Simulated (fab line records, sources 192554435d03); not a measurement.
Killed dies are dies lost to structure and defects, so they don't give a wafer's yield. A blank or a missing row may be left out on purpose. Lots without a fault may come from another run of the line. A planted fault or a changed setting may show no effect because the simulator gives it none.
Split-lot experiment | flow n5_finfet | 7 lots, 21 wafers read, on a route of 1938 steps

THE SPLIT
At N5_BEOL_M9_PECVD_70 (deposits SiO2 from TEOS/O2, target thk 20 nm, time 22.7 s), the setting temp_c was moved away from the recipe's 400 C on 8 of the 21 wafers read, by -1.5% to +2.2%. The other wafers ran this setting at the recipe's value.

FROM THE SPLIT TO THE READING: what the file shows between them, 3 steps
- N5_BEOL_M9_HM_DEP_02: deposits TiN, target thk 20 nm
- N5_BEOL_M9_COAT_59: time 60 s, resist thk 100 nm
- N5_BEOL_M9_STRIP_80: strips in N2/H2, time 10 s

THE READING
SiO2_of_BEOL_M9_PECVD_70.thk_nm (the simulator's own value, which no gauge read), in nm, at N5_BEOL_M9_HM_STRIP_39 (strips TiN in peroxide tin strip, target depth 25 nm, time 158 s). The file gives no usual value for it. The 13 wafers here that ran the recipe average 20.1 nm, standard deviation 0.25 nm.

wafer  | tool, chamber at the split | temp_c as run, C | against the recipe | SiO2_of_BEOL_M9_PECVD_70.thk_nm, nm | against lot-mates on the recipe
L081.1 | pecvd-04, 2                | 394.7            | -1.3%              | 20.6                                | +0.4
L081.5 | pecvd-04, 0                | 394.7            | -1.3%              | 20.8                                | +0.6
L081.6 | pecvd-04, 1                | 400              | recipe             | 20.2                                | -
L079.1 | pecvd-04, 2                | 400              | recipe             | 20                                  | -
L079.3 | pecvd-04, 1                | 400              | recipe             | 20                                  | -
L079.4 | pecvd-04, 2                | 400              | recipe             | 20                                  | -
L080.2 | pecvd-01, 1                | 400              | recipe             | 19.6                                | -
L080.5 | pecvd-01, 1                | 400              | recipe             | 19.8                                | -
L080.6 | pecvd-01, 0                | 400              | recipe             | 20.2                                | -
L077.3 | pecvd-01, 0                | 409              | +2.2%              | 19                                  | -1.2
L077.5 | pecvd-01, 2                | 409              | +2.2%              | 18.6                                | -1.6
L077.6 | pecvd-01, 0                | 400              | recipe             | 20.2                                | -
L085.1 | pecvd-03, 0                | 394.2            | -1.5%              | 20.6                                | +0.6
L085.2 | pecvd-03, 1                | 400              | recipe             | 20                                  | -
L085.5 | pecvd-03, 0                | 394.2            | -1.5%              | 21                                  | +1.0
L086.1 | pecvd-01, 2                | 405.6            | +1.4%              | 19                                  | -1.5
L086.5 | pecvd-01, 0                | 400              | recipe             | 20.6                                | -
L086.6 | pecvd-01, 1                | 400              | recipe             | 20.4                                | -
L088.1 | pecvd-01, 2                | 406.9            | +1.7%              | 18.8                                | -1.1
L088.2 | pecvd-01, 0,1              | 400              | recipe             | 20                                  | -
L088.5 | pecvd-01, 0,1              | 400              | recipe             | 19.8                                | -
Where a row lists several chambers, the file gives one row for several wafers and doesn't say which wafer went through which chamber.

THE FIT
A straight line over all 21 wafers: SiO2_of_BEOL_M9_PECVD_70.thk_nm changes by -0.574 nm for each +1% of temp_c; r = -0.93; the points scatter about the line by 0.25 nm.
The same after taking each lot's own level away (the mean of its wafers on the recipe; 21 wafers): -0.605 nm for each +1%; r = -0.95; scatter 0.22 nm.
On that fit, the largest move of temp_c shifts the reading by 1.4 nm.
The lots' own levels span 19.87 to 20.50 nm, that is 2.5 times the standard deviation above.
So the lot-to-lot level changes the slope little: the two slopes agree.
Check: with one of the wafers moved furthest among these (+2.2%) left out of the fit, the line predicts -1.52 nm for it against its lot-mates. It came out at -1.2 nm against them.

OTHER SPLITS ON THESE WAFERS
These wafers also went through other splits before the reading. Each is held against what the fit with the lots' levels taken away leaves over:
other split on the same wafers   | wafers away from the commonest value | r with SiO2_of_BEOL_M9_PECVD_70.thk_nm (lot level and that fit taken away)
N5_BEOL_M6_TRENCH_ETCH_37 time_s | 6                                    | +0.10
N5_BEOL_M7_ETCH_66 bias_w        | 9                                    | +0.02

THE WHOLE CHAIN: every reading that the file lists as answering this split, in the file's order
step                   | what it does                                                     | reading                                                                          | change (the file's fit)               | r (the file's)
N5_BEOL_M9_PECVD_70    | deposits SiO2 from TEOS/O2, target thk 20 nm, time 22.7 s        | SiO2_of_BEOL_M9_PECVD_70.thk_nm (the simulator's own value, which no gauge read) | -0.602 nm for each +1% of the setting | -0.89
N5_BEOL_M9_HM_STRIP_39 | strips TiN in peroxide tin strip, target depth 25 nm, time 158 s | SiO2_of_BEOL_M9_PECVD_70.thk_nm (the simulator's own value, which no gauge read) | -0.647 nm for each +1% of the setting | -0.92

THE FILE'S OWN FIT
SiO2_of_BEOL_M9_PECVD_70.thk_nm changes by -0.647 nm for each +1% of temp_c, r = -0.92.
